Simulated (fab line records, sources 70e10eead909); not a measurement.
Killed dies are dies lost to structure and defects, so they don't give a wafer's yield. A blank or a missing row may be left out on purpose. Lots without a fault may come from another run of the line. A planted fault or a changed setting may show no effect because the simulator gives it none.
Chamber matching | flow nand_harc | NHARC_P_BONDPAD_ETCH_37 on rie_diel-07: 4 sister chambers
The step etches the open film in N2/H2, target depth 60 nm, overetch 18 nm, time 65.91 s. 27 wafers are shown with their chamber, then 12 later ones without.

WAFERS WITH THEIR CHAMBER
wafer  | chamber | drypump_motor_current_A (A) | rf_vpp_V (V) | oes_product_au (a.u.)
L076.1 | 0       | 6.3                         | 433.1        | 0.997
L076.2 | 2       | 5.4                         | 429.0        | 1.002
L076.6 | 3       | 5.3                         | 431.2        | 1.010
L075.3 | 2       | 5.3                         | 428.3        | 1.002
L075.4 | 0       | 6.3                         | 433.1        | 0.984
L075.5 | 3       | 5.3                         | 432.2        | 0.994
L078.1 | 1       | 4.9                         | 427.4        | 1.007
L078.3 | 2       | 5.4                         | 428.3        | 0.998
L078.6 | 2       | 5.4                         | 428.5        | 1.000
L077.1 | 2       | 5.4                         | 426.4        | 0.994
L077.2 | 3       | 5.3                         | 430.5        | 0.999
L077.4 | 0       | 6.3                         | 433.1        | 1.005
L079.1 | 2       | 5.4                         | 429.5        | 1.000
L079.3 | 0       | 6.3                         | 432.5        | 1.002
L079.5 | 2       | 5.4                         | 428.7        | 1.001
L081.2 | 2       | 5.4                         | 430.7        | 0.998
L081.3 | 0       | 6.3                         | 433.1        | 1.000
L081.4 | 3       | 5.3                         | 431.8        | 0.987
L080.1 | 0       | 6.3                         | 433.4        | 1.009
L080.4 | 3       | 5.3                         | 430.6        | 0.990
L080.5 | 1       | 4.9                         | 428.0        | 1.009
L086.1 | 0       | 6.3                         | 432.5        | 1.007
L086.3 | 1       | 4.9                         | 426.5        | 1.019
L086.5 | 1       | 4.9                         | 426.3        | 1.022
L088.2 | 2       | 5.3                         | 428.9        | 0.984
L088.3 | 3       | 5.3                         | 432.7        | 0.992
L088.4 | 1       | 5.0                         | 427.8        | 1.003

SIGNATURES (means of the wafers above)
reading                 | chamber 0 | chamber 1 | chamber 2 | chamber 3 | scatter within a chamber
drypump_motor_current_A | 6.300     | 4.920     | 5.378     | 5.300     | 0.032
rf_vpp_V                | 432.971   | 427.200   | 428.700   | 431.500   | 0.869
oes_product_au          | 1.00057   | 1.01200   | 0.99767   | 0.99533   | 0.00747
Rule: a wafer's distance from a chamber is the root of the sum, over the readings, of the square of ((its reading less the chamber's mean) divided by the reading's scatter). The wafer belongs to the nearest chamber; if the next one is less than 2 further off, it can't be placed. The scatter: the root of (the sum of the squares of (reading less its chamber's mean) over the shown wafers, divided by (wafers less chambers)).

WAFERS WITHOUT THEIR CHAMBER
wafer  | drypump_motor_current_A (A) | rf_vpp_V (V) | oes_product_au (a.u.)
L085.3 | 5.4                         | 427.5        | 1.005
L085.4 | 5.3                         | 431.8        | 1.009
L085.5 | 5.3                         | 430.1        | 1.002
L089.4 | 5.3                         | 430.8        | 0.989
L089.5 | 5.3                         | 431.7        | 0.994
L089.6 | 5.4                         | 429.5        | 0.995
L094.2 | 5.3                         | 431.9        | 1.001
L094.4 | 6.3                         | 431.8        | 0.990
L094.6 | 5.4                         | 430.2        | 0.986
L095.1 | 5.3                         | 431.4        | 1.006
L095.4 | 4.9                         | 429.5        | 1.020
L095.6 | 4.9                         | 429.5        | 1.017

WHICH CHAMBER EACH WENT THROUGH
wafer  | from the rows above     | in truth
L085.3 | 2                       | 2
L085.4 | 3                       | 3
L085.5 | can't be placed: 3 or 2 | 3
L089.4 | 3                       | 3
L089.5 | 3                       | 3
L089.6 | 2                       | 2
L094.2 | 3                       | 3
L094.4 | 0                       | 0
L094.6 | can't be placed: 2 or 3 | 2
L095.1 | 3                       | 3
L095.4 | 1                       | 1
L095.6 | 1                       | 1
Placed correctly: 10 of 12. Can't be placed from these rows: 2 (the true chamber is among the candidates in 2). Placed wrongly: 0.
